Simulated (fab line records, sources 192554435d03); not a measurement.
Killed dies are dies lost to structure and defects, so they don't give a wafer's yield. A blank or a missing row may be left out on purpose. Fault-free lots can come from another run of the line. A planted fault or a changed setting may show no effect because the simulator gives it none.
Chamber matching / flow n5_finfet / 3 sister chambers for N5_PMOS_HMC_CHANNEL_EPI_CMP_21 on cmp-02
The step polishes SiGe30, target thk 54 nm. 18 wafers are shown with their chamber, then 8 later ones without.

EACH WAFER AND ITS CHAMBER
wafer=L077.2; chamber=0; motor_current_A (A)=13.0
wafer=L077.4; chamber=1; motor_current_A (A)=11.9
wafer=L077.6; chamber=2; motor_current_A (A)=12.2
wafer=L080.2; chamber=0; motor_current_A (A)=12.9
wafer=L080.4; chamber=1; motor_current_A (A)=11.5
wafer=L080.6; chamber=1; motor_current_A (A)=11.6
wafer=L081.1; chamber=1; motor_current_A (A)=11.4
wafer=L081.4; chamber=2; motor_current_A (A)=12.3
wafer=L081.6; chamber=2; motor_current_A (A)=11.6
wafer=L083.3; chamber=0; motor_current_A (A)=13.2
wafer=L083.4; chamber=1; motor_current_A (A)=12.2
wafer=L083.5; chamber=1; motor_current_A (A)=10.8
wafer=L085.1; chamber=2; motor_current_A (A)=12.0
wafer=L085.2; chamber=0; motor_current_A (A)=12.2
wafer=L085.6; chamber=2; motor_current_A (A)=11.6
wafer=L087.1; chamber=0; motor_current_A (A)=12.7
wafer=L087.5; chamber=2; motor_current_A (A)=12.7
wafer=L087.6; chamber=1; motor_current_A (A)=11.9

SIGNATURES (averages over the wafers above)
reading=motor_current_A; chamber 0=12.800; chamber 1=11.614; chamber 2=12.067; scatter within a chamber=0.426
Rule: a wafer lies at a distance from a chamber equal to the root of the sum of squares, over the readings, of (its reading less the chamber's mean, divided by the reading's scatter). If the next closest chamber is less than 2 further off than the closest, the wafer can't be placed; otherwise it belongs to the closest. The scatter: take each reading less its chamber's mean, square it, sum over the shown wafers, divide by the number of wafers less the number of chambers, and take the root.

WAFERS WITHOUT THEIR CHAMBER
wafer=L089.4; motor_current_A (A)=12.0
wafer=L089.5; motor_current_A (A)=12.5
wafer=L092.2; motor_current_A (A)=11.6
wafer=L092.3; motor_current_A (A)=12.9
wafer=L092.4; motor_current_A (A)=12.2
wafer=L097.2; motor_current_A (A)=13.5
wafer=L097.4; motor_current_A (A)=11.3
wafer=L097.5; motor_current_A (A)=12.1

WHICH CHAMBER EACH WENT THROUGH
wafer=L089.4; from the rows above=can't be placed: 2 or 1 or 0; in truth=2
wafer=L089.5; from the rows above=can't be placed: 0 or 2 or 1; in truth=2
wafer=L092.2; from the rows above=can't be placed: 1 or 2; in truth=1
wafer=L092.3; from the rows above=can't be placed: 0 or 2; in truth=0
wafer=L092.4; from the rows above=can't be placed: 2 or 1 or 0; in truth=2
wafer=L097.2; from the rows above=can't be placed: 0 or 2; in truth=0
wafer=L097.4; from the rows above=can't be placed: 1 or 2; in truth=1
wafer=L097.5; from the rows above=can't be placed: 2 or 1 or 0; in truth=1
Placed correctly: 0 of 8. Not placeable from these rows: 8 (in 8, the candidates include the true chamber). Number placed wrongly: 0.
